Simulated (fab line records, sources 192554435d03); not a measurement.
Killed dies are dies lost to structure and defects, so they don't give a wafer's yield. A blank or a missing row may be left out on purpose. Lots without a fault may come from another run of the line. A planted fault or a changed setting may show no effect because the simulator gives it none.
fab line records | flow n5_finfet
record lots=6 wafers=18 last_day=21
route steps=1938 shown BEOL_M7@1293
lots that met no fault: from a run of the same line without faults
start_h: hours from the record's first day to the start of the lot's first wafer shown | wait_h: hours since the lot's step before | " the same as in the row above | L1.1+2: a row that stands for several wafers | - no value, or no start given | * or withheld: withheld | < > ~ a bound
route shown NAME@n: a module of which the file shows steps, and the number in the route of the first | usual: mean/standard deviation of fault-free wafers | same: alike in all rows | chamber/n: place in a boat | sites: the reading at each site | _std_site: their standard deviation | _edge_site: outer sites' mean less inner sites' | radius_mm: how far each site lies from the wafer's centre | mask NAME#n: copy n | behind: the tool/chamber that last shaped the wafer | hold: why the lot was held/for how many hours/how that ended | device: the transistor (n, p or np) that didn't switch | end of line: the same wafers' tests at the end of the route | a step without rows: its recipe alone | killed: dies lost to structure and defects at the first sort, not the wafer's yield | map: a wafer's dies, x killed, . not, _ none there
set.NAME: the setting as run; set.NAME@STEP: as run at that earlier step | model.NAME: the simulator's own value behind a step, which no gauge read
lots at some steps of the route; a table a step, a row a wafer
services: from which hour (start_h, from the record's first day; less than 0 if before it) a tool's chamber was out of use, for how many hours, and why
## steps
# step N5_BEOL_M7_EXPOSE_25
# recipe mask_id=V6 na=0.33 source_shape=annular sigma_inner=0.4 sigma_outer=0.8 polarization=unpolarized target_cd_nm=40 dose_mj=42.5
# step N5_BEOL_M7_PEB_26
# recipe peb_temp_c=100 peb_time_s=60 resist=CAR-EUV
# step N5_BEOL_M7_DEVELOP_27
# recipe develop_time_s=30 developer=TMAH resist=CAR-EUV rinse_liquid=surfactant_rinse dry=air_spin dev_temp_c=23
# step N5_BEOL_M7_CD_MEAS_28
# recipe target_cd_nm=40 landing_energy_ev=500 detector=se_inlens
# usual cd_nm=39.99/0.26
# columns lot.wafer tool chamber start_h wait_h cd_nm
L447.1 cd_sem-02 0 297.46 - 40.33
L447.3 " 0 " " 40.09
L447.4 " 0 " " 40.45
L454.3 cd_sem-01 0 334.99 - 39.84
L454.4 " 0 " " 40.09
L454.6 " 0 " " 40.27
L458.3 cd_sem-02 0 379.42 - 39.72
L458.4 " 0 " " 39.82
L458.5 " 0 " " 39.84
L461.1 cd_sem-03 0 384.01 - 39.93
L461.4 " 0 " " 39.97
L461.5 " 0 " " 39.79
L465.2 cd_sem-03 0 413.17 - 40.03
L465.5 " 0 " " 39.71
L465.6 " 0 " " 39.55
L468.1 cd_sem-01 0 427.09 - 39.90
L468.4 " 0 " " 39.96
L468.5 " 0 " " 40.00
# step N5_BEOL_M7_OVL_MEAS_29
# recipe points_per_wafer=522
# usual V6_OVL=0.1/0.59
# columns lot.wafer tool chamber start_h wait_h V6_OVL[nm]
L447.1 overlay-01 0 297.50 0.0 -0.2
L447.3 " 0 " " -0.5
L447.4 " 0 " " 0.7
L454.3 overlay-02 0 335.03 0.0 0.6
L454.4 " 0 " " 1.4
L454.6 " 0 " " 0.9
L458.3 overlay-01 0 379.46 0.0 0.2
L458.4 " 0 " " 0.0
L458.5 " 0 " " 0.1
L461.1 overlay-02 0 384.04 0.0 0.5
L461.4 " 0 " " 0.2
L461.5 " 0 " " 0.2
L465.2 overlay-01 0 413.21 0.0 0.3
L465.5 " 0 " " -0.9
L465.6 " 0 " " 0.0
L468.1 overlay-02 0 427.12 0.0 0.4
L468.4 " 0 " " 0.6
L468.5 " 0 " " 0.3
# step N5_BEOL_M7_INSPECT_30
# recipe mode=adi inspect_instrument=brightfield
# usual raw_defect_count=411/87
# columns lot.wafer tool chamber start_h wait_h raw_defect_count
L447.1 defect_inspect-02 - 297.55 0.1 370
L447.3 " - " " 273
L447.4 " - " " 373
L454.3 defect_inspect-01 - 335.08 0.0 481
L454.4 " - " " 488
L454.6 " - " " 508
L458.3 defect_inspect-01 - 379.51 0.0 400
L458.4 " - " " 370
L458.5 " - " " 346
L461.1 defect_inspect-02 - 384.10 0.1 342
L461.4 " - " " 413
L461.5 " - " " 405
L465.2 defect_inspect-02 - 413.26 0.0 303
L465.5 " - " " 374
L465.6 " - " " 488
L468.1 defect_inspect-02 - 427.18 0.1 434
L468.4 " - " " 456
L468.5 " - " " 484
# step N5_BEOL_M7_DESCUM_33
# recipe chemistry=O2 time_s=7 source_power_w=50 bias_power_w=20 pressure_mtorr=20 rf_frequency_hz=2.712e+07 temp_c=40 resist=CAR-EUV o2_flow_sccm=225
# usual drypump_motor_current_A=5.7/0.44 oes_product_au=0.79/0.091 rf_vpp_V=243.0/1.5 showerhead_plenum_p_Torr=2.08/0.079 throttle_valve_pct=20.37/0.3
# columns lot.wafer tool chamber start_h wait_h drypump_motor_current_A oes_product_au rf_hours_counter_h rf_vpp_V showerhead_plenum_p_Torr throttle_valve_pct
L447.1 rie_diel-03 1 297.90 0.3 5.9 1.01 0 245.2 2.14 19.98
L447.3 " 0 " " 5.2 0.90 24 241.3 2.04 20.30
L447.4 " 3 " " 6.5 0.72 164 242.0 2.10 20.40
L454.3 rie_diel-03 2 335.11 0.0 6.0 0.67 241 241.2 1.97 20.16
L454.4 " 3 " " 6.4 0.71 177 242.4 2.09 20.42
L454.6 " 0 " " 5.2 0.88 - 243.6 2.03 20.32
L458.3 rie_diel-03 0 379.54 0.0 5.2 0.84 51 242.7 2.03 20.35
L458.4 " 1 " " 5.9 0.91 - 244.9 2.13 20.04
L458.5 " 0 " " 5.2 0.85 - 242.6 2.03 20.36
L461.1 rie_diel-03 1 384.53 0.4 5.9 0.91 29 243.7 2.13 20.03
L461.4 " 0 " " 5.2 0.83 - 242.0 2.03 20.35
L461.5 " 1 " " 5.9 0.90 - 243.5 2.13 20.05
L465.2 rie_diel-06 1 413.35 0.1 5.6 0.72 206 241.4 2.00 21.07
L465.5 " 3 " " 5.4 0.85 - 245.5 2.18 20.50
L465.6 " 0 " " 5.7 0.86 - 242.7 2.05 20.15
L468.1 rie_diel-06 2 427.32 0.1 5.8 0.66 242 244.7 2.12 20.00
L468.4 " 0 " " 5.7 0.85 81 241.7 2.05 20.17
L468.5 " 3 " " 5.4 0.84 - 246.3 2.18 20.50
# step N5_BEOL_M7_ETCH_72
# recipe chemistry=N2/H2 target=underlayer target_depth_a=65 mask_material=CAR-EUV time_s=5.2 ion_energy_ev=200 pressure_mtorr=30 source_w=840 bias_w=150 n2_flow_sccm=200 h2_flow_sccm=200 ends=cleared
# usual bias_w=150.1/0.46 drypump_motor_current_A=5.7/0.44 etch_rf_on_time_s=5.14/0.15 oes_product_au=0.68/0.08 rf_vpp_V=523.5/2.9 showerhead_plenum_p_Torr=2.52/0.097 throttle_valve_pct=17.77/0.27
# columns lot.wafer tool chamber start_h wait_h bias_w drypump_motor_current_A etch_rf_on_time_s oes_product_au rf_hours_counter_h rf_vpp_V showerhead_plenum_p_Torr throttle_valve_pct
L447.1 rie_diel-03 1 297.94 0.0 149.4 5.9 5.16 0.88 0 525.7 2.61 17.45
L447.3 " 0 " " 150.4 5.2 4.98 0.77 24 520.5 2.48 17.68
L447.4 " 3 " " 149.6 6.4 5.41 0.62 164 523.8 2.53 17.69
L454.3 rie_diel-03 2 335.15 0.0 150.3 6.0 5.10 0.58 241 520.4 2.40 17.70
L454.4 " 3 " " 149.8 6.5 5.29 0.61 177 521.9 2.52 17.70
L454.6 " 0 " " 150.0 5.2 4.97 0.74 - 523.6 2.48 17.72
L458.3 rie_diel-03 0 379.58 0.0 150.1 5.2 4.99 0.73 51 523.1 2.47 17.73
L458.4 " 1 " " 150.0 5.9 5.11 0.79 - 526.1 2.60 17.49
L458.5 " 0 " " 150.5 5.2 4.96 0.71 - 524.4 2.47 17.73
L461.1 rie_diel-03 1 384.56 0.0 150.7 5.9 5.07 0.79 29 526.6 2.59 17.48
L461.4 " 0 " " 149.8 5.2 5.01 0.72 - 521.9 2.47 17.75
L461.5 " 1 " " 150.3 5.9 5.10 0.79 - 524.2 2.59 17.50
L465.2 rie_diel-06 1 413.38 0.0 149.5 5.7 5.26 0.62 206 520.6 2.39 18.16
L465.5 " 3 " " 149.9 5.3 5.16 0.73 - 527.6 2.70 18.22
L465.6 " 0 " " 149.8 5.7 5.20 0.71 - 522.2 2.46 17.40
L468.1 rie_diel-06 2 427.35 0.0 151.0 5.8 5.21 0.57 242 525.6 2.61 17.57
L468.4 " 0 " " 149.4 5.7 5.13 0.72 81 518.3 2.46 17.40
L468.5 " 3 " " 150.2 5.4 5.11 0.72 - 528.5 2.70 18.20
# step N5_BEOL_M7_ETCH_65
# recipe chemistry=CF4 target=SiARC target_depth_a=156 mask_material=CAR-EUV time_s=26 ion_energy_ev=80 pressure_mtorr=40 source_w=545 bias_w=36 Ar_flow_sccm=100 cf4_flow_sccm=100 ends=cleared
# usual bias_w=36.02/0.1 drypump_motor_current_A=5.7/0.43 etch_rf_on_time_s=25.8/0.86 oes_product_au=0.68/0.082 rf_vpp_V=183.9/1.2 showerhead_plenum_p_Torr=2.14/0.073 throttle_valve_pct=15.6/0.31
# columns lot.wafer tool chamber start_h wait_h bias_w drypump_motor_current_A etch_rf_on_time_s oes_product_au rf_hours_counter_h rf_vpp_V showerhead_plenum_p_Torr throttle_valve_pct
L447.1 rie_diel-03 1 297.95 0.0 36.10 5.9 25.6 0.88 0 185.4 2.18 15.1
L447.3 " 0 " " 36.00 5.3 24.2 0.77 24 182.7 2.11 15.6
L447.4 " 3 " " 36.27 6.5 26.7 0.62 164 183.6 2.16 15.7
L454.3 rie_diel-03 2 335.16 0.0 36.06 6.0 26.1 0.57 241 182.2 2.02 15.4
L454.4 " 3 " " 35.95 6.5 26.7 0.61 177 184.6 2.16 15.8
L454.6 " 0 " " 36.21 5.2 24.7 0.75 - 182.6 2.10 15.6
L458.3 rie_diel-03 0 379.59 0.0 36.03 5.3 24.3 0.73 51 183.0 2.10 15.7
L458.4 " 1 " " 36.11 5.9 25.7 0.79 - 184.0 2.17 15.2
L458.5 " 0 " " 36.02 5.3 24.4 0.73 - 183.6 2.10 15.7
L461.1 rie_diel-03 1 384.58 0.0 35.96 5.9 25.3 0.79 29 185.2 2.17 15.2
L461.4 " 0 " " 36.01 5.3 24.3 0.74 - 184.3 2.10 15.7
L461.5 " 1 " " 36.14 5.9 25.1 0.78 - 184.3 2.17 15.2
L465.2 rie_diel-06 1 413.40 0.0 35.99 5.6 26.5 0.61 206 183.3 2.06 16.2
L465.5 " 3 " " 36.02 5.4 26.0 0.73 - 184.9 2.27 15.9
L465.6 " 0 " " 35.97 5.7 26.0 0.71 - 182.7 2.10 15.3
L468.1 rie_diel-06 2 427.37 0.0 36.20 5.8 26.4 0.58 242 184.1 2.20 15.4
L468.4 " 0 " " 36.09 5.7 26.0 0.72 81 183.5 2.10 15.3
L468.5 " 3 " " 35.89 5.4 25.8 0.72 - 185.0 2.27 15.9
# step N5_BEOL_M7_ETCH_66
# recipe chemistry=N2/H2 target=SOC target_depth_a=800 overetch_a=160 mask_material=SiARC temp_c=40 time_s=120 ion_energy_ev=200 pressure_mtorr=30 source_w=840 bias_w=150 n2_flow_sccm=200 h2_flow_sccm=200
# usual bias_w=150.0/0.46 drypump_motor_current_A=5.7/0.44 oes_product_au=0.61/0.067 rf_vpp_V=523.4/2.8 showerhead_plenum_p_Torr=2.52/0.097 throttle_valve_pct=17.72/0.27
# columns lot.wafer tool chamber start_h wait_h bias_w drypump_motor_current_A oes_product_au rf_hours_counter_h rf_vpp_V showerhead_plenum_p_Torr throttle_valve_pct
L447.1 rie_diel-03 1 297.98 0.0 149.4 5.9 0.78 0 525.0 2.61 17.41
L447.3 " 0 " " 150.2 5.2 0.67 24 523.2 2.48 17.63
L447.4 " 3 " " 150.1 6.5 0.56 164 524.1 2.53 17.68
L454.3 rie_diel-03 2 335.19 0.0 150.5 6.0 0.52 241 519.9 2.40 17.66
L454.4 " 3 " " 150.0 6.5 0.56 177 523.1 2.52 17.70
L454.6 " 0 " " 150.4 5.2 0.65 - 521.6 2.48 17.68
L458.3 rie_diel-03 0 379.62 0.0 150.3 5.3 0.63 51 521.8 2.47 17.70
L458.4 " 1 " " 150.5 5.9 0.70 - 523.7 2.59 17.45
L458.5 " 0 " " 150.2 5.3 0.63 - 520.6 2.47 17.70
L461.1 rie_diel-03 1 384.61 0.0 150.2 5.9 0.70 29 525.7 2.59 17.46
L461.4 " 0 " " 148.8 5.2 0.64 - 523.0 2.47 17.68
L461.5 " 1 " " 150.4 5.9 0.69 - 524.3 2.59 17.46
L465.2 rie_diel-06 1 413.43 0.0 150.5 5.6 0.55 206 520.1 2.39 18.13
L465.5 " 3 " " 150.1 5.4 0.66 - 528.2 2.70 18.16
L465.6 " 0 " " 151.1 5.7 0.65 - 520.6 2.46 17.34
L468.1 rie_diel-06 2 427.40 0.0 149.9 5.8 0.53 242 526.7 2.61 17.54
L468.4 " 0 " " 149.5 5.7 0.64 81 521.0 2.46 17.35
L468.5 " 3 " " 149.5 5.3 0.65 - 527.1 2.70 18.16
# step N5_BEOL_M7_STRIP_69
# recipe chemistry=N2/H2 temp_c=40 n2_flow_sccm=200 h2_flow_sccm=200 rf_frequency_hz=6e+07
# step N5_BEOL_M7_STRIP_73
# recipe chemistry=N2/H2 temp_c=40 n2_flow_sccm=200 h2_flow_sccm=200 rf_frequency_hz=6e+07
# step N5_BEOL_M7_VIA_ETCH_34
# recipe chemistry=C4F6/O2 target=SiCOH_lowk target_depth_a=1255 mask_material=SOC taper_deg=4 time_s=50.5 ion_energy_ev=250 pressure_mtorr=30 source_w=345 bias_w=185 Ar_flow_sccm=300 C4F6_flow_sccm=10 O2_flow_sccm=10
# usual bias_w=185.1/0.5 drypump_motor_current_A=5.7/0.44 oes_product_au=0.79/0.093 rf_vpp_V=663/20 showerhead_plenum_p_Torr=2.85/0.098 throttle_valve_pct=20.9/0.35
# columns lot.wafer tool chamber start_h wait_h bias_w drypump_motor_current_A oes_product_au rf_hours_counter_h rf_vpp_V showerhead_plenum_p_Torr throttle_valve_pct model.etch.depth_nm model.SOC_of_BEOL_M7_COAT_63.thk_nm
L447.1 rie_diel-03 1 298.08 0.0 184.8 5.9 1.01 0 671 2.91 20.5 122.9 54.4
L447.3 " 0 " " 184.6 5.2 0.89 24 620 2.78 20.9 129.6 53.8
L447.4 " 3 " " 185.8 6.4 0.72 164 671 2.88 21.1 121.5 54
L454.3 rie_diel-03 2 335.29 0.0 184.6 6.0 0.68 242 664 2.68 20.6 124 54
L454.4 " 3 " " 185.5 6.5 0.71 177 672 2.88 21.1 121.1 54
L454.6 " 0 " " 184.9 5.3 0.87 - 619 2.78 20.9 129.2 53.6
L458.3 rie_diel-03 0 379.72 0.0 214.7 5.3 0.87 51 694 2.77 20.9 135.7 53.4
L458.4 " 1 " " 214.1 6.0 0.94 - 752 2.90 20.5 130.1 53.6
L458.5 " 0 " " 214.2 5.3 0.87 - 693 2.77 20.9 135.1 53.6
L461.1 rie_diel-03 1 384.71 0.0 214.9 5.9 0.94 29 753 2.90 20.5 132.7 53.8
L461.4 " 0 " " 214.2 5.2 0.87 - 694 2.77 20.9 136.4 53.6
L461.5 " 1 " " 214.5 5.9 0.95 - 752 2.90 20.5 132.8 53.8
L465.2 rie_diel-06 1 413.53 0.0 184.6 5.6 0.72 206 661 2.75 21.7 123.7 54.4
L465.5 " 3 " " 185.2 5.4 0.86 - 692 3.02 21.3 127.4 54.2
L465.6 " 0 " " 184.6 5.7 0.86 - 684 2.79 20.6 128.3 54.2
L468.1 rie_diel-06 2 427.50 0.0 185.6 5.8 0.67 242 661 2.94 20.7 121.3 54.4
L468.4 " 0 " " 185.2 5.7 0.85 81 687 2.79 20.6 127.5 54.2
L468.5 " 3 " " 186.0 5.4 0.86 - 691 3.01 21.3 127.4 54.2
# step N5_BEOL_M7_STRIP_76
# recipe chemistry=C4F6/O2 resist=SiARC rf_frequency_hz=6e+07
## services
# columns tool chamber start_h hours kind
rie_diel-03 1 281.66 - clean
rie_diel-03 1 281.66 - consumable_replace:focus_ring
rie_diel-03 1 281.66 15.9 scheduled_down
rie_diel-03 1 281.66 15.9 vent_cycle
rie_diel-06 2 340.34 7.7 repair
rie_diel-03 2 363.34 - clean
rie_diel-03 2 363.34 - consumable_replace:focus_ring
rie_diel-03 2 363.34 - consumable_replace:showerhead
rie_diel-03 2 363.34 22.2 scheduled_down
rie_diel-03 2 363.34 22.2 vent_cycle
## key
first_sign step=N5_BEOL_M7_VIA_ETCH_34 reading=bias_w direction=up sigmas=59 usual=* struck=*
effect step=N5_BEOL_M7_VIA_ETCH_34 reading=rf_vpp_V direction=up sigmas=3 usual=663 struck=723
model_effect step=N5_BEOL_M7_VIA_ETCH_34 value=etch.depth_nm without=127.7 struck=133.8
met_at N5_BEOL_M7_VIA_ETCH_34
struck_wafers L458.3,L458.4,L458.5,L461.1,L461.4,L461.5
baseline_loss step=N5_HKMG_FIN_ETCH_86 wafers=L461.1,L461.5
onset_between 335.29 379.72
fault kind=process_parameter_drift tool=rie_diel-03 chamber=- onset_h=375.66 steps=N5_BEOL_M7_VIA_ETCH_34 channel=bias_w offset=* shape=step end_h=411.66 acts_in=* stated=*
# baseline_loss: these wafers lose ten dies or more at that step, a loss of the line's own and not of a fault; the sort's usual values leave them out
